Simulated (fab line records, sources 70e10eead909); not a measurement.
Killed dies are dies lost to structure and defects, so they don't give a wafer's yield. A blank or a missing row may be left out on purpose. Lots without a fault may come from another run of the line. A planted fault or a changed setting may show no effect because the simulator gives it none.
Chamber matching | flow nand_harc | NHARC_P_M0_CMP_23 on cmp-01: 4 sister chambers
The step polishes, t overpolish 20 s, target thk 117.54 nm. 4 wafers are shown with their chamber, then 12 later ones without.

WAFERS WITH THEIR CHAMBER
wafer  | chamber | motor_current_A (A)
L086.3 | 0       | 12.6
L087.1 | 1       | 13.0
L087.3 | 3       | 10.6
L087.5 | 2       | 13.0

WAFERS WITHOUT THEIR CHAMBER
wafer  | motor_current_A (A)
L087.2 | 13.0
L087.4 | 13.3
L087.6 | 13.2
L090.1 | 12.4
L090.2 | 12.6
L090.6 | 13.2
L093.4 | 12.1
L093.5 | 12.6
L093.6 | 12.1
L095.1 | 11.6
L095.2 | 13.3
L095.6 | 10.7

WHICH CHAMBER EACH WENT THROUGH
wafer  | from the rows above               | in truth
L087.2 | can't be placed: 1 or 2 or 0      | 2
L087.4 | can't be placed: 1 or 2 or 0      | 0
L087.6 | can't be placed: 1 or 2 or 0      | 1
L090.1 | can't be placed: 0 or 1 or 2      | 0
L090.2 | can't be placed: 0 or 1 or 2      | 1
L090.6 | can't be placed: 1 or 2 or 0      | 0
L093.4 | can't be placed: 0 or 1 or 2      | 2
L093.5 | can't be placed: 0 or 1 or 2      | 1
L093.6 | can't be placed: 0 or 1 or 2      | 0
L095.1 | can't be placed: 0 or 3 or 1 or 2 | 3
L095.2 | can't be placed: 1 or 2 or 0      | 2
L095.6 | 3                                 | 3
Placed correctly: 1 of 12. Can't be placed from these rows: 11 (the true chamber is among the candidates in 11). Placed wrongly: 0.
How it was worked out, from the rows above alone: a wafer's distance from a chamber is the root of the sum, over the readings, of the square of ((its reading less the chamber's mean) divided by the reading's scatter). The wafer belongs to the nearest chamber; if the next one is less than 2 further off, it can't be placed. A chamber's mean is the mean of its shown wafers. The scatter: with one shown wafer a chamber, the root of the mean of the squares of how far each hidden wafer lies from its nearest shown one.
